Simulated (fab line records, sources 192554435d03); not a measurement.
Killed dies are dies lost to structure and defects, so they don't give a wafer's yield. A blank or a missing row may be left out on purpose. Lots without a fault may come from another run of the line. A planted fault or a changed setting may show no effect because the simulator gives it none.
Chamber matching | flow n5_finfet | N5_HKMG_FIN_ALD_36 on ald_metal-02: 4 sister chambers
The step deposits TiN, target thk 1 nm, pulse time 1 s, purge time 3 s. 4 wafers are shown with their chamber, then 8 later ones without.

WAFERS WITH THEIR CHAMBER
wafer  | chamber | heater_power_w (W)
L080.4 | 2       | 788
L085.4 | 1       | 832
L085.6 | 0       | 919
L086.1 | 3       | 1015

WAFERS WITHOUT THEIR CHAMBER
wafer  | heater_power_w (W)
L086.2 | 797
L086.3 | 908
L086.4 | 779
L086.5 | 822
L086.6 | 880
L092.3 | 1019
L092.4 | 780
L092.5 | 784

WHICH CHAMBER EACH WENT THROUGH
wafer  | from the rows above     | in truth
L086.2 | can't be placed: 2 or 1 | 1
L086.3 | 0                       | 0
L086.4 | 2                       | 2
L086.5 | can't be placed: 1 or 2 | 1
L086.6 | can't be placed: 0 or 1 | 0
L092.3 | 3                       | 3
L092.4 | 2                       | 2
L092.5 | 2                       | 2
Placed correctly: 5 of 8. Can't be placed from these rows: 3 (the true chamber is among the candidates in 3). Placed wrongly: 0.
How it was worked out, from the rows above alone: a wafer's distance from a chamber is the root of the sum, over the readings, of the square of ((its reading less the chamber's mean) divided by the reading's scatter). The wafer belongs to the nearest chamber; if the next one is less than 2 further off, it can't be placed. A chamber's mean is the mean of its shown wafers. The scatter: with one shown wafer a chamber, the root of the mean of the squares of how far each hidden wafer lies from its nearest shown one.
